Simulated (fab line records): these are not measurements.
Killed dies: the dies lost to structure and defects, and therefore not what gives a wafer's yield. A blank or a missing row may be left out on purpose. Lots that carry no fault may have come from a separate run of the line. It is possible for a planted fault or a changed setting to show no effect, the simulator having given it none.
Chamber matching | flow n5Finfet | 4 sister chambers for N5_BEOL_M4_ETCH_74 on rieDiel-05
The step etches underlayer in N2/H2, target depth 6.5 nm, time 5.2 s. 4 wafers are shown with their chamber, then 8 later ones without.

## WAFERS, EACH WITH ITS CHAMBER
wafer  | chamber | showerheadPlenumPTorr (Torr)
L087.5 | 0       | 2.67
L093.2 | 1       | 2.40
L093.5 | 2       | 2.71
L091.1 | 3       | 2.50

## WAFERS WHOSE CHAMBER IS MISSING
wafer  | showerheadPlenumPTorr (Torr)
L091.3 | 2.67
L091.6 | 2.67
L095.1 | 2.71
L095.3 | 2.39
L095.5 | 2.66
L096.1 | 2.66
L096.2 | 2.39
L096.3 | 2.70

## EACH ONE'S CHAMBER
wafer  | from the rows above | in truth
L091.3 | 0                   | 0
L091.6 | 0                   | 0
L095.1 | 2                   | 2
L095.3 | 1                   | 1
L095.5 | 0                   | 0
L096.1 | 0                   | 0
L096.2 | 1                   | 1
L096.3 | 2                   | 2
8 of 8 placed correctly. Number that these rows cannot place: 0. Number placed wrongly: 0.
How it was worked out, from the rows above alone: a wafer's distance from a chamber is the root of the sum, over the readings, of the square of ((its reading less the chamber's mean) divided by the reading's scatter). If the next closest chamber is less than 2 further off than the closest, the wafer can't be placed; otherwise it belongs to the closest. Each chamber's mean is taken over the wafers shown for it. The scatter (one wafer shown for each chamber): square how far every hidden wafer sits from the nearest shown wafer, average those squares and take the square root.
